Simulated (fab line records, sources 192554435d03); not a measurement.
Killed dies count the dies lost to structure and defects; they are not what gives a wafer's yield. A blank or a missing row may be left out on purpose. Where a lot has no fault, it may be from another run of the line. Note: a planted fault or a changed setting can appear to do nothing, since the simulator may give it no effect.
Struck lot and sound lot, side by side ; flow n5-finfet ; 16 steps out of a route of 1938
Sound: these wafers, L154.1, L154.5, L154.6. Wafers struck: L157.2, L157.3, L157.4. The cause is given at the end.
For every step that has rows: the tool of each side, followed by ch and its chambers, followed by its first start. Under that, the readings that differ: sound wafers ; struck wafers ; difference of the means ; sigmas: that difference in standard deviations of wafers without a fault.
alike: a reading whose means differ by less than 2 such deviations, as well as words and numbers matching on both sides. not compared: withheld readings; readings where some wafer has no value; bounds like >300 that might hide an equal value; numbers whose values overlap and for which the record gives no deviation.
The two part at a step that has a row with sigmas, a row that says differs or no value, or rows on one side only. When numbers do not overlap yet have no deviation, they are printed without sigmas and do not part them. A reading missing from all wafers of one side parts the sides only when that side holds two or more wafers.

first, 5 steps without rows for these wafers: N5_PMOS_HMC_CHANNEL_EPI_EBR_05; N5_PMOS_HMC_CHANNEL_EPI_SOFTBAKE_04 (time 60 s); N5_PMOS_HMC_CHANNEL_EPI_EXPOSE_06 (exposes mask PMOS HMC BLK, target cd 240 nm); N5_PMOS_HMC_CHANNEL_EPI_PEB_07 (peb time 60 s); N5_PMOS_HMC_CHANNEL_EPI_DEVELOP_08 (develop time 30 s).
N5_PMOS_HMC_CHANNEL_EPI_CD_MEAS_09: target cd 237.4 nm.
  sound on cd-sem-01 ch 0, day 4 17:43; struck on cd-sem-01 ch 0, day 5 11:22
  alike: cd-nm
N5_PMOS_HMC_CHANNEL_EPI_OVL_MEAS_10:
  sound on overlay-02 ch 0, day 4 17:44; struck on overlay-02 ch 0, day 5 11:24
  alike: PMOS_HMC_BLK_OVL
N5_PMOS_HMC_CHANNEL_EPI_INSPECT_11: inspects for defects (macro).
  struck on defect-inspect-01, day 5 11:25; sound on defect-inspect-01, day 4 17:46
  alike: raw-defect-count
N5_PMOS_HMC_CHANNEL_EPI_DESCUM_14: chemistry O2, time 7.9 s.
  sound on rie-diel-06 ch 0,2,3, day 4 17:48; struck on rie-diel-02 ch 0,3, day 5 11:29
  alike: bias-power-w, drypump-motor-current-A, oes-product-au, rf-vpp-V, showerhead-plenum-p-Torr, throttle-valve-pct
  not compared: rf-hours-counter-h
N5_PMOS_HMC_CHANNEL_EPI_ETCH_32: etches BARC in N2/H2, stops on SiO2, target depth 85.8 nm, time 50.3 s.
  sound on rie-diel-06 ch 0,2,3, day 4 17:50; struck on rie-diel-02 ch 0,3, day 5 11:31
  alike: drypump-motor-current-A, n2-flow-sccm, oes-product-au, rf-vpp-V, showerhead-plenum-p-Torr, throttle-valve-pct
  not compared: rf-hours-counter-h
N5_PMOS_HMC_CHANNEL_EPI_HM_OPEN_15: chemistry CHF3/O2, target SiO2, target depth 40.6 nm, time 20.3 s.
  sound on rie-diel-06 ch 0,2,3, day 4 17:53; struck on rie-diel-02 ch 0,3, day 5 11:34
  alike: drypump-motor-current-A, oes_ar_750_au, oes-product-au, rf-vpp-V, showerhead-plenum-p-Torr, throttle-valve-pct
  not compared: rf-hours-counter-h
N5_PMOS_HMC_CHANNEL_EPI_STRIP_33: strips in N2/H2.
  sound on rie-diel-06 ch 0,2,3, day 4 17:56; struck on rie-diel-02 ch 0,3, day 5 11:37
  alike: bias-power-w, chamber-pressure-mTorr, drypump-motor-current-A, n2-flow-sccm, oes-product-au, rf-vpp-V, showerhead-plenum-p-Torr, throttle-valve-pct
  not compared: rf-hours-counter-h
N5_PMOS_HMC_CHANNEL_EPI_STRIP_17: strips in SPM, time 750 s.
  sound on wet-bench-02 ch 0,4,7, day 4 18:00; struck on wet-bench-02 ch 2,4,5, day 5 11:41
  no value came back on the struck wafers for bath-guard-temp-C (C), bath-heat-duty-pct (%), time-s (s); on the sound wafers bath-guard-temp-C (C) reads 129.3 130.7 129.8
N5_PMOS_HMC_CHANNEL_EPI_ETCH_38: etches SiO2 in CF4, target depth 1.5 nm.
  sound on rie-si-06 ch 1,2, day 4 18:14; struck on rie-si-06 ch 0,1,3, day 5 11:56
  alike: cf4-flow-sccm, drypump-motor-current-A, oes-product-au, throttle-valve-pct
  not compared: rf-hours-counter-h
-- record jumps: 6 days separate the struck wafers' starts on either side; left off in module PMOS_HMC_CHANNEL_EPI, taken up again in module BEOL_M4, whose first shown step is the route's number 1111 --
N5_BEOL_M4_RC_MEAS_101:
  sound on prober-02 ch 0, day 11 04:07; struck on prober-02 ch 0, day 11 11:04
reading;sound;struck;difference;sigmas
SS_N (mV/dec);70.7 70.6 71.2;72.0 71.7 72.6;+1.3;+2
  alike: DIBL_N, DIBL_P, IOFF_N, IOFF_P, ION_N, ION_P, SS_P, VT_N, VT_P
N5_PASSIVATION_PROBE_49:
  the record holds rows for the sound wafers here (prober-01, day 15 10:32) but none for the struck ones

WHERE THEY PART
Earliest at N5_PMOS_HMC_CHANNEL_EPI_STRIP_17; latest, in this record, at N5_PASSIVATION_PROBE_49.

WHY: what the simulator had put in
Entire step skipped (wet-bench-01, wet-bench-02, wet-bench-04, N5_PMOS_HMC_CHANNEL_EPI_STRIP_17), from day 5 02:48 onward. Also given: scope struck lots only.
